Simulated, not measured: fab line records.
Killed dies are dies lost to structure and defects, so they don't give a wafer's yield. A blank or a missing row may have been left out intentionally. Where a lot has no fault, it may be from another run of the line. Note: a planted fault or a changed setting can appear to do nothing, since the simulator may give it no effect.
Which tool was responsible?	flow n5-finfet	72 wafers from 24 lots sampled at 3 of the route's 1938 steps

== WHAT THE GAUGES READ, wafer by wafer ==
N5_BEOL_M8_INSPECT_58: inspects for defects (darkfield). Usual: 72 for raw-defect-count, sd 23.
lot	measured	on	raw-defect-count	flag
L076	day 10 02:00	defect-inspect-01	87 94 113	
L074	day 10 02:13	defect-inspect-01	88 79 100	
L075	day 10 07:53	defect-inspect-02	55 98 84	
L077	day 10 17:10	defect-inspect-02	60 40 55	
L079	day 11 03:08	defect-inspect-02	49 51 42	
L078	day 11 03:44	defect-inspect-02	45 65 51	
L080	day 11 06:26	defect-inspect-01	81 83 91	
L081	day 12 00:11	defect-inspect-02	114 76 74	
L083	day 12 08:33	defect-inspect-01	117 69 53	
L082	day 12 12:07	defect-inspect-01	84 119 80	
L084	day 12 13:22	defect-inspect-01	73 60 39	
L085	day 12 19:10	defect-inspect-02	100 82 78	
L087	day 12 23:37	defect-inspect-01	106 120 112	
L086	day 12 23:04	defect-inspect-02	64 53 43	
L089	day 13 09:04	defect-inspect-01	82 55 66	
L088	day 13 18:09	defect-inspect-02	70 37 57	
L092	day 14 00:48	defect-inspect-02	118 147 83	
L090	day 14 01:16	defect-inspect-01	55 50 38	
L091	day 14 01:22	defect-inspect-02	46 45 88	
L093	day 14 03:17	defect-inspect-02	57 57 27	
L094	day 14 19:58	defect-inspect-02	42 55 72	
L095	day 14 23:46	defect-inspect-02	56 54 49	
L096	day 15 04:39	defect-inspect-02	68 67 114	
L097	day 15 12:29	defect-inspect-01	64 66 90	

== WHICH TOOL RAN EACH LOT (tool, then ch and the chambers of the sampled wafers, then the start) ==
lot	N5_BEOL_M8_PRE_CLEAN_45	N5_BEOL_M8_ALD_77
L076	pvd-sputter-01, day 10 00:14	ald-metal-01 ch 0,1,3, day 10 00:19
L074	pvd-sputter-01, day 10 00:26	ald-metal-02 ch 0,1,3, day 10 00:30
L075	pvd-sputter-03, day 10 06:02	ald-metal-02 ch 2,3, day 10 06:07
L077	pvd-sputter-03, day 10 12:55	ald-metal-01 ch 0,2, day 10 12:59
L079	pvd-sputter-03, day 11 01:19	ald-metal-01 ch 1,2,3, day 11 01:23
L078	pvd-sputter-03, day 11 01:24	ald-metal-04 ch 1,2, day 11 01:28
L080	pvd-sputter-01, day 11 04:56	ald-metal-02 ch 0,3, day 11 04:59
L081	pvd-sputter-03, day 11 22:33	ald-metal-01 ch 2,3, day 11 22:40
L083	pvd-sputter-03, day 12 06:58	ald-metal-04 ch 0,1, day 12 07:02
L082	pvd-sputter-01, day 12 10:29	ald-metal-04 ch 1,2,3, day 12 10:32
L084	pvd-sputter-02, day 12 11:07	ald-metal-04 ch 1,2, day 12 11:10
L085	pvd-sputter-01, day 12 16:02	ald-metal-01 ch 1,2,3, day 12 16:06
L087	pvd-sputter-02, day 12 19:35	ald-metal-01 ch 1,2,3, day 12 19:40
L086	pvd-sputter-03, day 12 19:40	ald-metal-02 ch 0,1,3, day 12 19:43
L089	pvd-sputter-02, day 13 07:05	ald-metal-02 ch 2,3, day 13 07:08
L088	pvd-sputter-03, day 13 16:04	ald-metal-01 ch 0,1,3, day 13 16:08
L092	pvd-sputter-02, day 13 21:58	ald-metal-04 ch 0,1,2, day 13 22:03
L090	pvd-sputter-03, day 13 22:40	ald-metal-01 ch 0,1,3, day 13 22:44
L091	pvd-sputter-02, day 13 22:41	ald-metal-02 ch 0,3, day 13 22:44
L093	pvd-sputter-01, day 14 01:31	ald-metal-04 ch 0,1, day 14 01:35
L094	pvd-sputter-01, day 14 18:13	ald-metal-04 ch 1,2,3, day 14 18:16
L095	pvd-sputter-02, day 14 22:07	ald-metal-04 ch 0,1,3, day 14 22:11
L096	pvd-sputter-02, day 15 02:59	ald-metal-04 ch 0,2,3, day 15 03:02
L097	pvd-sputter-02, day 15 10:56	ald-metal-04 ch 0,1,3, day 15 10:59
- N5_BEOL_M8_PRE_CLEAN_45: time 30 s.
- N5_BEOL_M8_ALD_77: deposits TaN, target thk 2 nm, pulse time 2 s, purge time 3 s.

== WHAT THE TOOLS THEMSELVES READ (means of the sampled wafers that have a number; where no wafer has one, the mark that the record gives instead) ==
N5_BEOL_M8_PRE_CLEAN_45. Usual: 344 W for heater-power-w, sd 35.
lot	tool	heater-power-w (W)	flag
L076	pvd-sputter-01	295	
L074	pvd-sputter-01	352	
L075	pvd-sputter-03	344	
L077	pvd-sputter-03	353	
L079	pvd-sputter-03	339	
L078	pvd-sputter-03	345	
L080	pvd-sputter-01	366	
L081	pvd-sputter-03	362	
L083	pvd-sputter-03	348	
L082	pvd-sputter-01	342	
L084	pvd-sputter-02	339	
L085	pvd-sputter-01	364	
L087	pvd-sputter-02	342	
L086	pvd-sputter-03	351	
L089	pvd-sputter-02	325	
L088	pvd-sputter-03	341	
L092	pvd-sputter-02	344	
L090	pvd-sputter-03	362	
L091	pvd-sputter-02	313	
L093	pvd-sputter-01	354	
L094	pvd-sputter-01	332	
L095	pvd-sputter-02	320	
L096	pvd-sputter-02	323	
L097	pvd-sputter-02	341	

N5_BEOL_M8_ALD_77. Usual: 408 W for heater-power-w, sd 33.
lot	tool	heater-power-w (W)	flag
L076	ald-metal-01	437	
L074	ald-metal-02	367	
L075	ald-metal-02	380	
L077	ald-metal-01	432	
L079	ald-metal-01	424	
L078	ald-metal-04	407	
L080	ald-metal-02	368	
L081	ald-metal-01	436	
L083	ald-metal-04	415	
L082	ald-metal-04	394	
L084	ald-metal-04	418	
L085	ald-metal-01	420	
L087	ald-metal-01	419	
L086	ald-metal-02	364	
L089	ald-metal-02	413	
L088	ald-metal-01	430	
L092	ald-metal-04	411	
L090	ald-metal-01	435	
L091	ald-metal-02	371	
L093	ald-metal-04	406	
L094	ald-metal-04	399	
L095	ald-metal-04	406	
L096	ald-metal-04	408	
L097	ald-metal-04	392	

== THE ANSWER, worked out from the rows above alone ==
Rule: take the mean of a lot's wafers that have a number; if it is more than 3 standard deviations from the usual mean, the lot is off. A lot without any number at a reading at which 4 lots or more have one is off too. Any other lot the step has rows for is counted as sound. After the gauges, taken in route order, come the tools' own readings; for these a lot's mean is taken, as printed above. The first step at which some lot is off is used, and at that step the reading that is off furthest; a lot without a number counts as furthest.
Across all readings shown, no lot is off: no conclusion can be drawn from this.

== WHAT WAS PUT IN BY THE SIMULATOR ==
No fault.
